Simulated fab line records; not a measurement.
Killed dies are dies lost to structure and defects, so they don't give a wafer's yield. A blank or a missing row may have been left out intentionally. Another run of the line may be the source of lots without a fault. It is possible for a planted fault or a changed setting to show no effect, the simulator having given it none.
Struck lot and sound lot, side by side | flow n5-finfet | 14 out of 1938 route steps
Sound: the wafers L401.1, L401.4, L401.5. The struck wafers were L412.2, L412.3, L412.5. The cause is named last.
At each step with rows: each side's tool, then ch and its chambers, then its first start. Under that, the readings that differ: sound wafers | struck wafers | difference of the means | sigmas: that difference in standard deviations of wafers without a fault.
alike: words and numbers the same on both sides, and readings whose means are apart by under 2 such deviations; not compared: readings that were withheld, readings missing a value for some wafer, numbers with overlapping values and no deviation given by the record, and bounds like >300 which may hide the same value.
Wherever a step has rows on one side only, a row that says differs or no value, or a row with sigmas, the two part there. Numbers that don't overlap but have no deviation are shown without sigmas and don't part them. Lack of a reading on every wafer of one side parts them only where that side has two or more wafers.

first, 3 steps without rows for these wafers: N5_SD_EPI_P_PRECLEAN_51 (cleans in NF3:NH3, afs cycles 1, time 20 s, sublimation time 60 s); N5_SD_EPI_P_VAPOR_ETCH_44 (etches SiGe30 in NF3/Ar, time 3.3 s); N5_SD_EPI_P_EPI_21 (deposits SiGe:B, time 355 s).
N5_SD_EPI_P_EPI_MEAS_23:
  sound: film-metro-01 at day 5 13:26; struck: film-metro-02 at day 8 03:21
  alike: thk-nm
then, 6 steps without rows for these wafers: N5_SD_EPI_P_HM_STRIP_48 (strips SiNx in H3PO4, material SiNx, target depth 3 nm); N5_SD_EPI_P_SRD_49 (time 30 s); N5_SD_EPI_P_PRECLEAN_24 (cleans in O3/DIW, time 45 s); N5_SD_EPI_P_PRECLEAN_32 (cleans in dHF, time 10 s); N5_SD_EPI_P_PRECLEAN_33 (cleans in SC2, time 45 s); N5_SD_EPI_P_SRD_25 (time 30 s).
N5_SD_EPI_P_INSPECT_26: inspects for defects (darkfield).
  sound: defect-inspect-01 at day 5 13:37; struck: defect-inspect-01 at day 8 03:31
  alike: raw-defect-count
N5_SD_ACTIVATION_RTA_00: time 0 s.
  sound on rtp-anneal-01 ch 0, day 5 13:38; struck on rtp-anneal-01 ch 0, day 8 03:35
  alike: lamp-power-pct, lamp_zone_5_pct, lamp_zone_6_pct, wafer_temp_C_max
N5_SD_ACTIVATION_LSA_01: time 0.0008 s.
  sound on laser-anneal-02 ch 0, day 5 13:50; struck on laser-anneal-01 ch 0, day 8 03:47
  reading          | sound                | struck               | difference | sigmas
  wafer_temp_C_max | 1083.3 1082.9 1082.8 | 1159.2 1160.5 1163.9 | +78.2      | +27
next, for these wafers, 1 step has no rows: N5_PASSIVATION_PROBE_49.

== WHERE THEY PART ==
Only at N5_SD_ACTIVATION_LSA_01, as far as this record shows.

WHY: what had been put in by the simulator
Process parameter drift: laser-anneal-01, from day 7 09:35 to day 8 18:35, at N5_SD_ACTIVATION_LSA_01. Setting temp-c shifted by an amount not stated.
